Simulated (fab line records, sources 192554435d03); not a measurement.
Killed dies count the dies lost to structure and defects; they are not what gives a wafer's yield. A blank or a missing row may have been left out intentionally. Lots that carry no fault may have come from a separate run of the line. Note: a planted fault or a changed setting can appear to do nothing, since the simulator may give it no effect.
Which tool was responsible? || flow n5-finfet || 29 wafers from 10 lots sampled at 4 of the route's 1938 steps

## WHAT THE GAUGES SHOWED, per wafer
N5_PASSIVATION_OVL_MEAS_60. Usual: TV_OVL gives -2 nm (standard deviation 5.3).
{"lot": "L161", "measured": "day 12 05:05", "on": "overlay-01", "TV_OVL (nm)": "-6 -5 -4", "flag": ""}
{"lot": "L160", "measured": "day 12 04:18", "on": "overlay-01", "TV_OVL (nm)": "-3 2", "flag": ""}
{"lot": "L163", "measured": "day 12 20:58", "on": "overlay-02", "TV_OVL (nm)": "-14 -5 -5", "flag": ""}
{"lot": "L164", "measured": "day 13 13:46", "on": "overlay-02", "TV_OVL (nm)": "3 -6 -2", "flag": ""}
{"lot": "L168", "measured": "day 14 06:41", "on": "overlay-01", "TV_OVL (nm)": "-4 1 2", "flag": ""}
{"lot": "L167", "measured": "day 14 06:25", "on": "overlay-02", "TV_OVL (nm)": "-9 -18 -16", "flag": ""}
{"lot": "L166", "measured": "day 14 06:46", "on": "overlay-01", "TV_OVL (nm)": "0 -1 8", "flag": ""}
{"lot": "L169", "measured": "day 14 18:04", "on": "overlay-01", "TV_OVL (nm)": "0 6 3", "flag": ""}
{"lot": "L172", "measured": "day 15 16:43", "on": "overlay-02", "TV_OVL (nm)": "-4 -9 -2", "flag": ""}
{"lot": "L175", "measured": "day 16 03:52", "on": "overlay-01", "TV_OVL (nm)": "2 10 0", "flag": ""}

N5_PASSIVATION_INSPECT_61: inspects for defects (macro). Usual: raw-defect-count reads 1.9 (standard deviation 1.3).
{"lot": "L161", "measured": "day 12 05:07", "on": "defect-inspect-01", "raw-defect-count": "4 1 3", "flag": ""}
{"lot": "L160", "measured": "day 12 04:19", "on": "defect-inspect-02", "raw-defect-count": "2 2", "flag": ""}
{"lot": "L163", "measured": "day 12 20:59", "on": "defect-inspect-01", "raw-defect-count": "2 2 4", "flag": ""}
{"lot": "L164", "measured": "day 13 13:47", "on": "defect-inspect-01", "raw-defect-count": "0 3 3", "flag": ""}
{"lot": "L168", "measured": "day 14 06:42", "on": "defect-inspect-02", "raw-defect-count": "1 2 3", "flag": ""}
{"lot": "L167", "measured": "day 14 06:26", "on": "defect-inspect-02", "raw-defect-count": "1 2 5", "flag": ""}
{"lot": "L166", "measured": "day 14 06:47", "on": "defect-inspect-02", "raw-defect-count": "1 2 2", "flag": ""}
{"lot": "L169", "measured": "day 14 18:05", "on": "defect-inspect-01", "raw-defect-count": "0 2 4", "flag": ""}
{"lot": "L172", "measured": "day 15 16:44", "on": "defect-inspect-01", "raw-defect-count": "1 >300 2", "flag": ""}
{"lot": "L175", "measured": "day 16 03:53", "on": "defect-inspect-01", "raw-defect-count": "1 3 1", "flag": ""}

## EACH LOT AND THE TOOL THAT RAN IT (in order: tool; ch and the chambers of the sampled wafers; start)
{"lot": "L161", "N5_MIM_BOT_ETCH_ETCH_00": "rie-metal-01 ch 0, day 12 01:53", "N5_MIM_BOT_ETCH_STRIP_01": "rie-diel-04 ch 1,2,3, day 12 02:08"}
{"lot": "L160", "N5_MIM_BOT_ETCH_ETCH_00": "rie-metal-02 ch 0,1, day 12 01:53", "N5_MIM_BOT_ETCH_STRIP_01": "rie-diel-06 ch 2,3, day 12 02:08"}
{"lot": "L163", "N5_MIM_BOT_ETCH_ETCH_00": "rie-metal-01 ch 0,1, day 12 18:31", "N5_MIM_BOT_ETCH_STRIP_01": "rie-diel-01 ch 0,2,3, day 12 18:43"}
{"lot": "L164", "N5_MIM_BOT_ETCH_ETCH_00": "rie-metal-02 ch 0, day 13 12:31", "N5_MIM_BOT_ETCH_STRIP_01": "rie-diel-06 ch 0,3, day 13 12:39"}
{"lot": "L168", "N5_MIM_BOT_ETCH_ETCH_00": "rie-metal-02 ch 0, day 14 00:38", "N5_MIM_BOT_ETCH_STRIP_01": "rie-diel-04 ch 0,2,3, day 14 00:56"}
{"lot": "L167", "N5_MIM_BOT_ETCH_ETCH_00": "rie-metal-03 ch 0,1, day 14 02:28", "N5_MIM_BOT_ETCH_STRIP_01": "rie-diel-01 ch 0,2,3, day 14 02:37"}
{"lot": "L166", "N5_MIM_BOT_ETCH_ETCH_00": "rie-metal-02 ch 0,1, day 14 03:08", "N5_MIM_BOT_ETCH_STRIP_01": "rie-diel-06 ch 0,2,3, day 14 03:17"}
{"lot": "L169", "N5_MIM_BOT_ETCH_ETCH_00": "rie-metal-03 ch 0,1, day 14 14:41", "N5_MIM_BOT_ETCH_STRIP_01": "rie-diel-04 ch 0,1,2, day 14 14:47"}
{"lot": "L172", "N5_MIM_BOT_ETCH_ETCH_00": "rie-metal-02 ch 0,1, day 15 15:12", "N5_MIM_BOT_ETCH_STRIP_01": "rie-diel-01 ch 1,2,3, day 15 15:20"}
{"lot": "L175", "N5_MIM_BOT_ETCH_ETCH_00": "rie-metal-02 ch 0,1, day 16 01:33", "N5_MIM_BOT_ETCH_STRIP_01": "rie-diel-04 ch 1,2, day 16 01:39"}
- N5_MIM_BOT_ETCH_ETCH_00: etches TiN in Cl2/BCl3, target depth 45.5 nm.
- N5_MIM_BOT_ETCH_STRIP_01: strips in O2.

## WHAT THE TOOLS THEMSELVES READ (means of the sampled wafers that have a number; where no wafer has one, the mark that the record gives instead)
N5_MIM_BOT_ETCH_ETCH_00. Usual: drypump-motor-current-A 5.53 A, standard deviation 0.28; mfc-ar-sccm 25.02 sccm, standard deviation 0.069; oes-product-au 0.81 a.u., standard deviation 0.038; rf-fwd-power-W 995 W, standard deviation 3.3; throttle-valve-pct 22.03 %, standard deviation 0.15.
{"lot": "L161", "tool": "rie-metal-01", "drypump-motor-current-A (A)": 6.26, "mfc-ar-sccm (sccm)": 24.96, "oes-product-au (a.u.)": 0.82, "rf-fwd-power-W (W)": 991, "throttle-valve-pct (%)": 21.89, "flag": ""}
{"lot": "L160", "tool": "rie-metal-02", "drypump-motor-current-A (A)": 5.51, "mfc-ar-sccm (sccm)": 24.95, "oes-product-au (a.u.)": 0.81, "rf-fwd-power-W (W)": 992, "throttle-valve-pct (%)": 21.98, "flag": ""}
{"lot": "L163", "tool": "rie-metal-01", "drypump-motor-current-A (A)": 5.79, "mfc-ar-sccm (sccm)": 24.93, "oes-product-au (a.u.)": 0.86, "rf-fwd-power-W (W)": 992, "throttle-valve-pct (%)": 22.09, "flag": ""}
{"lot": "L164", "tool": "rie-metal-02", "drypump-motor-current-A (A)": 5.40, "mfc-ar-sccm (sccm)": 25.13, "oes-product-au (a.u.)": 0.83, "rf-fwd-power-W (W)": 992, "throttle-valve-pct (%)": 22.04, "flag": ""}
{"lot": "L168", "tool": "rie-metal-02", "drypump-motor-current-A (A)": 5.40, "mfc-ar-sccm (sccm)": 25.03, "oes-product-au (a.u.)": 0.83, "rf-fwd-power-W (W)": 995, "throttle-valve-pct (%)": 22.04, "flag": ""}
{"lot": "L167", "tool": "rie-metal-03", "drypump-motor-current-A (A)": 5.31, "mfc-ar-sccm (sccm)": 25.02, "oes-product-au (a.u.)": 0.86, "rf-fwd-power-W (W)": 996, "throttle-valve-pct (%)": 22.07, "flag": ""}
{"lot": "L166", "tool": "rie-metal-02", "drypump-motor-current-A (A)": 5.51, "mfc-ar-sccm (sccm)": 25.03, "oes-product-au (a.u.)": 0.78, "rf-fwd-power-W (W)": 991, "throttle-valve-pct (%)": 21.94, "flag": ""}
{"lot": "L169", "tool": "rie-metal-03", "drypump-motor-current-A (A)": 5.30, "mfc-ar-sccm (sccm)": 25.06, "oes-product-au (a.u.)": 0.86, "rf-fwd-power-W (W)": 999, "throttle-valve-pct (%)": 22.09, "flag": ""}
{"lot": "L172", "tool": "rie-metal-02", "drypump-motor-current-A (A)": 5.53, "mfc-ar-sccm (sccm)": 25.05, "oes-product-au (a.u.)": 0.78, "rf-fwd-power-W (W)": 991, "throttle-valve-pct (%)": 21.96, "flag": ""}
{"lot": "L175", "tool": "rie-metal-02", "drypump-motor-current-A (A)": 5.47, "mfc-ar-sccm (sccm)": 25.01, "oes-product-au (a.u.)": 0.79, "rf-fwd-power-W (W)": 995, "throttle-valve-pct (%)": 22.00, "flag": ""}

N5_MIM_BOT_ETCH_STRIP_01. Usual: drypump-motor-current-A 5.7 A, standard deviation 0.33; oes-product-au 0.81 a.u., standard deviation 0.08; rf-vpp-V 3.7 V, standard deviation 1.3; showerhead-plenum-p-Torr 2.11 Torr, standard deviation 0.054; throttle-valve-pct 16.62 %, standard deviation 0.24.
{"lot": "L161", "tool": "rie-diel-04", "drypump-motor-current-A (A)": 5.7, "oes-product-au (a.u.)": 0.71, "rf-vpp-V (V)": 5.1, "showerhead-plenum-p-Torr (Torr)": 2.07, "throttle-valve-pct (%)": 16.55, "flag": ""}
{"lot": "L160", "tool": "rie-diel-06", "drypump-motor-current-A (A)": 5.8, "oes-product-au (a.u.)": 0.79, "rf-vpp-V (V)": 2.5, "showerhead-plenum-p-Torr (Torr)": 2.09, "throttle-valve-pct (%)": 16.67, "flag": ""}
{"lot": "L163", "tool": "rie-diel-01", "drypump-motor-current-A (A)": 5.5, "oes-product-au (a.u.)": 0.83, "rf-vpp-V (V)": 5.1, "showerhead-plenum-p-Torr (Torr)": 2.16, "throttle-valve-pct (%)": 16.75, "flag": ""}
{"lot": "L164", "tool": "rie-diel-06", "drypump-motor-current-A (A)": 5.9, "oes-product-au (a.u.)": 0.77, "rf-vpp-V (V)": 4.1, "showerhead-plenum-p-Torr (Torr)": 2.07, "throttle-valve-pct (%)": 16.41, "flag": ""}
{"lot": "L168", "tool": "rie-diel-04", "drypump-motor-current-A (A)": 5.9, "oes-product-au (a.u.)": 0.75, "rf-vpp-V (V)": 3.3, "showerhead-plenum-p-Torr (Torr)": 2.08, "throttle-valve-pct (%)": 16.46, "flag": ""}
{"lot": "L167", "tool": "rie-diel-01", "drypump-motor-current-A (A)": 5.5, "oes-product-au (a.u.)": 0.82, "rf-vpp-V (V)": 5.0, "showerhead-plenum-p-Torr (Torr)": 2.15, "throttle-valve-pct (%)": 16.78, "flag": ""}
{"lot": "L166", "tool": "rie-diel-06", "drypump-motor-current-A (A)": 5.8, "oes-product-au (a.u.)": 0.78, "rf-vpp-V (V)": 4.0, "showerhead-plenum-p-Torr (Torr)": 2.06, "throttle-valve-pct (%)": 16.55, "flag": ""}
{"lot": "L169", "tool": "rie-diel-04", "drypump-motor-current-A (A)": 5.7, "oes-product-au (a.u.)": 0.80, "rf-vpp-V (V)": 4.3, "showerhead-plenum-p-Torr (Torr)": 2.10, "throttle-valve-pct (%)": 16.37, "flag": ""}
{"lot": "L172", "tool": "rie-diel-01", "drypump-motor-current-A (A)": 5.6, "oes-product-au (a.u.)": 0.88, "rf-vpp-V (V)": 3.7, "showerhead-plenum-p-Torr (Torr)": 2.16, "throttle-valve-pct (%)": 16.83, "flag": ""}
{"lot": "L175", "tool": "rie-diel-04", "drypump-motor-current-A (A)": 5.4, "oes-product-au (a.u.)": 0.95, "rf-vpp-V (V)": 4.6, "showerhead-plenum-p-Torr (Torr)": 2.09, "throttle-valve-pct (%)": 16.04, "flag": ""}

## THE ANSWER, worked out from the rows above alone
Rule: lot off if the mean of its wafers having a number is beyond 3 standard deviations from the usual mean. A lot without any number at a reading at which 4 lots or more have one is off too. The other lots that the step has rows for count as sound. Order of review: gauges by route order, followed by the tools' own readings, for which a lot's mean as printed above is used. At the first step where some lot is off, the reading lying furthest off is the one used; lots without a number count as furthest.
No lot is off at any reading shown: from this, nothing can be told.

## WHAT HAD BEEN PUT IN BY THE SIMULATOR
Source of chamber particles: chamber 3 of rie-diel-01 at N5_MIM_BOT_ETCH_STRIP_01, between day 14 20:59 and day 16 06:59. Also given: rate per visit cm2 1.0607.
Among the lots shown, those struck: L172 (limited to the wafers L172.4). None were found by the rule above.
